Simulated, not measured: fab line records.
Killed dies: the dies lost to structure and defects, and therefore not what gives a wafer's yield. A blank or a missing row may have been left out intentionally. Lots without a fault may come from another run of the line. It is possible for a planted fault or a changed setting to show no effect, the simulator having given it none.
Matching of chambers ; flow nand_harc ; NHARC_A_CONTACT_ETCH_90 on rie_diel-06 has 4 sister chambers
The step etches the open film in CH3F/O2, target depth 40 nm, time 85.7 s. 8 wafers are shown with their chamber, then 11 later ones without.

WAFERS WITH THEIR CHAMBER
wafer;chamber;drypump_motor_current_A (A);rf_vpp_V (V)
L077.2;0;6.4;244.4
L080.1;0;6.4;247.1
L086.6;2;6.3;245.7
L085.1;2;6.2;245.3
L085.6;3;5.3;245.1
L087.4;3;5.4;243.5
L087.5;1;5.1;243.0
L089.1;1;5.1;244.2

WAFERS WITH NO CHAMBER GIVEN
wafer;drypump_motor_current_A (A);rf_vpp_V (V)
L089.3;6.4;245.5
L089.5;6.3;244.5
L088.3;6.3;244.4
L088.4;5.0;243.4
L088.5;5.0;244.2
L090.1;5.3;243.8
L090.4;6.3;245.3
L090.5;5.0;243.0
L097.3;5.1;241.4
L097.4;6.4;244.7
L097.6;5.3;243.5

WHICH CHAMBER EACH WENT THROUGH
wafer;from the rows above;in truth
L089.3;0;0
L089.5;can't be placed: 2 or 0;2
L088.3;can't be placed: 2 or 0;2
L088.4;1;1
L088.5;1;1
L090.1;3;3
L090.4;can't be placed: 2 or 0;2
L090.5;1;1
L097.3;1;1
L097.4;0;0
L097.6;3;3
Placed correctly: 8 of 11. Cannot be placed on the basis of these rows: 3; the candidates contain the true chamber in 3. Wrongly placed: 0.
How it was worked out, from the rows above alone: a wafer's distance from a chamber is the root of the sum, over the readings, of the square of ((its reading less the chamber's mean) divided by the reading's scatter). The wafer belongs to the nearest chamber; if the next one is less than 2 further off, it can't be placed. For every chamber, the mean is computed from those of its wafers that are shown. The scatter is the square root of a quotient: the sum, over the shown wafers, of each reading's squared deviation from its chamber's mean, divided by wafers minus chambers.
